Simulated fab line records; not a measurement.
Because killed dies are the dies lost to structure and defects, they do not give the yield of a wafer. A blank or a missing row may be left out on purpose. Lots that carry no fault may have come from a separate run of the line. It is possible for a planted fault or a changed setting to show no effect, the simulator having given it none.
Split-lot study | flow n5Finfet | 21 wafers read across 7 lots, on a route 1938 steps long

== THE SPLIT ==
At N5_BEOL_M4_TRENCH_ETCH_37 (etches SiOC in C4F6/O2, target depth 55.555 nm, time 29.2 s), the setting timeS was moved away from the recipe's 29.2 s on 5 of the 21 wafers read, by -20.4% to +22.2%. All remaining wafers had this setting at the recipe value.

== FROM THE SPLIT TO THE READING: what the file shows between them, 2 steps ==
- N5_BEOL_M4_ETCH_41: etches SiCN in CH3F/O2, target depth 29.9 nm, time 52.5 s
- N5_BEOL_M4_STRIP_97: strips in N2/H2, time 10 s

== THE READING ==
trenchDepthNm, in nm, at N5_BEOL_M4_OCD_MEAS_38. A value of 55.2 nm with a standard deviation of 0.87 nm is what fault-free wafers of this fab line usually give.

wafer  | tool, chamber at the split | timeS as run, s | against the recipe | trenchDepthNm, nm | against lot-mates on the recipe
L074.3 | rieDiel-02, 1              | 23.25           | -20.4%             | 43.8              | -10.2
L074.5 | rieDiel-02, 2              | 23.25           | -20.4%             | 43.2              | -10.8
L074.6 | rieDiel-02, 1              | 29.2            | recipe             | 54.0              | -
L075.3 | rieDiel-04, 3              | 29.2            | recipe             | 56.5              | -
L075.4 | rieDiel-04, 0              | 29.2            | recipe             | 56.1              | -
L075.5 | rieDiel-04, 1              | 29.2            | recipe             | 55.0              | -
L078.1 | rieDiel-02, 3              | 29.2            | recipe             | 55.8              | -
L078.2 | rieDiel-02, 0              | 29.2            | recipe             | 55.5              | -
L078.4 | rieDiel-02, 3              | 29.2            | recipe             | 54.2              | -
L077.2 | rieDiel-03, 1              | 29.2            | recipe             | 54.2              | -
L077.3 | rieDiel-03, 3              | 29.2            | recipe             | 54.7              | -
L077.5 | rieDiel-03, 2              | 29.2            | recipe             | 56.0              | -
L088.1 | rieDiel-02, 1              | 35.67           | +22.2%             | 66.9              | +12.5
L088.2 | rieDiel-02, 3              | 29.2            | recipe             | 54.4              | -
L088.3 | rieDiel-02, 0              | 35.67           | +22.2%             | 67.9              | +13.5
L090.2 | rieDiel-03, 2              | 25.34           | -13.2%             | 49.6              | -4.8
L090.3 | rieDiel-03, 0              | 29.2            | recipe             | 54.0              | -
L090.4 | rieDiel-03, 0              | 29.2            | recipe             | 54.8              | -
L094.3 | rieDiel-03, 0              | 29.2            | recipe             | 55.0              | -
L094.5 | rieDiel-03, 3              | 29.2            | recipe             | 54.9              | -
L094.6 | rieDiel-03, 2              | 29.2            | recipe             | 56.1              | -

FIT RESULTS
A straight line over all 21 wafers: trenchDepthNm changes by +0.549 nm for each +1% of timeS; r = +0.99; the points scatter about the line by 0.87 nm.
The same after taking each lot's own level away (the mean of its wafers on the recipe; 21 wafers): +0.538 nm for each +1%; r = +0.99; scatter 0.83 nm.
Per that fit: largest timeS move, reading shift of 12 nm.
Measured against the standard deviation above, the lots' own levels, which go from 54.00 to 55.87 nm, span 2.1 times it.
The two slopes agree, so the slope changes little with the lot-to-lot level.
Check: for one of the wafers moved furthest among these (+22.2%), held out of the fit, the line's prediction against its lot-mates is +12.1 nm. Against them it came out at +12.5 nm.

== OTHER SPLITS ON THESE WAFERS ==
Note: prior to the reading, these wafers also went through further splits. Each is held against what the fit with the lots' levels taken away leaves over:
other split on the same wafers | wafers away from the commonest value | r with trenchDepthNm (lot level and that fit taken away)
N5_BEOL_M4_ETCH_70 sourceW     | 4                                    | +0.03

== THE WHOLE CHAIN: every reading that the file lists as answering this split, in the file's order ==
step                      | what it does                                                | reading                                                                 | change (the file's fit)               | r (the file's)
N5_BEOL_M4_TRENCH_ETCH_37 | etches SiOC in C4F6/O2, target depth 55.555 nm, time 29.2 s | BEOL_M4.featureDepthNm (the simulator's own value, which no gauge read) | +0.525 nm for each +1% of the setting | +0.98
N5_BEOL_M4_TRENCH_ETCH_37 | etches SiOC in C4F6/O2, target depth 55.555 nm, time 29.2 s | etch.depthNm (the simulator's own value, which no gauge read)           | +0.522 nm for each +1% of the setting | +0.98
N5_BEOL_M4_OCD_MEAS_38    |                                                             | trenchDepthNm                                                           | +0.525 nm for each +1% of the setting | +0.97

== FILE'S OWN FIT ==
trenchDepthNm changes by +0.525 nm for each +1% of timeS, r = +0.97.
